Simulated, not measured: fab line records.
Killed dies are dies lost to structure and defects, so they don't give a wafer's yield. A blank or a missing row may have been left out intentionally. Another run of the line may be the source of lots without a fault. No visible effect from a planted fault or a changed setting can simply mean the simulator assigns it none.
Split-lot study	flow n5_finfet	route with 1938 steps; 7 lots, 21 wafers read

ON THE SPLIT
At N5_BEOL_M6_EXPOSE_25 (exposes mask V5, target cd 40 nm), the setting dose_mj was moved away from the recipe's 45 on 7 of the 21 wafers read, by -6.5% to +6.2%. For the rest of the wafers, this setting stayed at what the recipe calls for.

FROM THE SPLIT TO THE READING: what the file shows between them, 2 steps
- N5_BEOL_M6_PEB_26: peb time 60 s
- N5_BEOL_M6_DEVELOP_27: develop time 30 s

THE READING
At N5_BEOL_M6_CD_MEAS_28: cd_nm in nanometres, against a target cd of 40 nm. Fault-free wafers of this fab line usually give 40.04 nm, standard deviation 0.23 nm.

wafer	tool, chamber at the split	dose_mj as run	against the recipe	cd_nm, nm	against lot-mates on the recipe
L075.1	euv_scanner-01, 0	45	recipe	39.76	-
L075.3	euv_scanner-01, 0	45	recipe	39.92	-
L075.6	euv_scanner-01, 0	45	recipe	39.89	-
L074.2	euv_scanner-02, 0	45	recipe	40.11	-
L074.4	euv_scanner-02, 0	45	recipe	40.07	-
L074.6	euv_scanner-02, 0	45	recipe	39.68	-
L077.3	euv_scanner-01, 0	47.42	+5.4%	41.04	+1.15
L077.4	euv_scanner-01, 0	45	recipe	39.89	-
L077.6	euv_scanner-01, 0	47.42	+5.4%	41.28	+1.39
L082.1	euv_scanner-01, 0	45	recipe	40.24	-
L082.2	euv_scanner-01, 0	45	recipe	40.29	-
L082.3	euv_scanner-01, 0	42.06	-6.5%	38.01	-2.26
L086.2	euv_scanner-01, 0	45	recipe	40.19	-
L086.5	euv_scanner-01, 0	42.89	-4.7%	38.91	-1.06
L086.6	euv_scanner-01, 0	45	recipe	39.75	-
L090.1	euv_scanner-01, 0	45	recipe	40.21	-
L090.3	euv_scanner-01, 0	43.33	-3.7%	39.49	-0.72
L090.5	euv_scanner-01, 0	43.33	-3.7%	39.22	-0.99
L092.1	euv_scanner-01, 0	47.77	+6.2%	41.30	+1.30
L092.4	euv_scanner-01, 0	45	recipe	40.11	-
L092.5	euv_scanner-01, 0	45	recipe	39.88	-

THE FIT
A straight line over all 21 wafers: cd_nm changes by +0.231 nm for each +1% of dose_mj; r = +0.96; the points scatter about the line by 0.22 nm.
The same after taking each lot's own level away (the mean of its wafers on the recipe; 21 wafers): +0.254 nm for each +1%; r = +0.97; scatter 0.2 nm.
On that fit, the largest move of dose_mj shifts the reading by 1.7 nm.
The lots' own levels span 39.857 to 40.265 nm, that is 1.8 times the standard deviation above.
Consequently the slope shifts little with the lot-to-lot level, the two slopes agreeing.
Check: with one of the wafers moved furthest among these (-6.5%) left out of the fit, the line predicts -1.49 nm for it against its lot-mates. Against them it came out at -2.26 nm.

ADDITIONAL SPLITS CARRIED BY THESE WAFERS
These wafers also went through other splits before the reading. Each is held against what the fit with the lots' levels taken away leaves over:
other split on the same wafers	wafers away from the commonest value	r with cd_nm (lot level and that fit taken away)
N5_BEOL_M5_COAT_74 spin_rpm	7	+0.39

THE WHOLE CHAIN: every reading that the file lists as answering this split, in the file's order
step	what it does	reading	change (the file's fit)	r (the file's)
N5_BEOL_M6_CD_MEAS_28	target cd 40 nm	cd_nm	+0.26 nm for each +1% of the setting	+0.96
N5_BEOL_M6_DESCUM_33	chemistry O2, time 7 s	BEOL_M6.cd_nm (the simulator's own value, which no gauge read)	+0.234 nm for each +1% of the setting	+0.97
N5_BEOL_M6_ETCH_66	etches SOC in N2/H2, target depth 80 nm, overetch 16 nm, time 120 s	BEOL_M6.cd_nm (the simulator's own value, which no gauge read)	+0.246 nm for each +1% of the setting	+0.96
N5_BEOL_M6_VIA_ETCH_34	etches SiCOH lowk in C4F6/O2, target depth 126.3 nm, time 50.9 s	BEOL_M6.cd_nm (the simulator's own value, which no gauge read)	+0.237 nm for each +1% of the setting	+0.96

THE FILE'S OWN FIT
cd_nm changes by +0.26 nm for each +1% of dose_mj, r = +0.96.
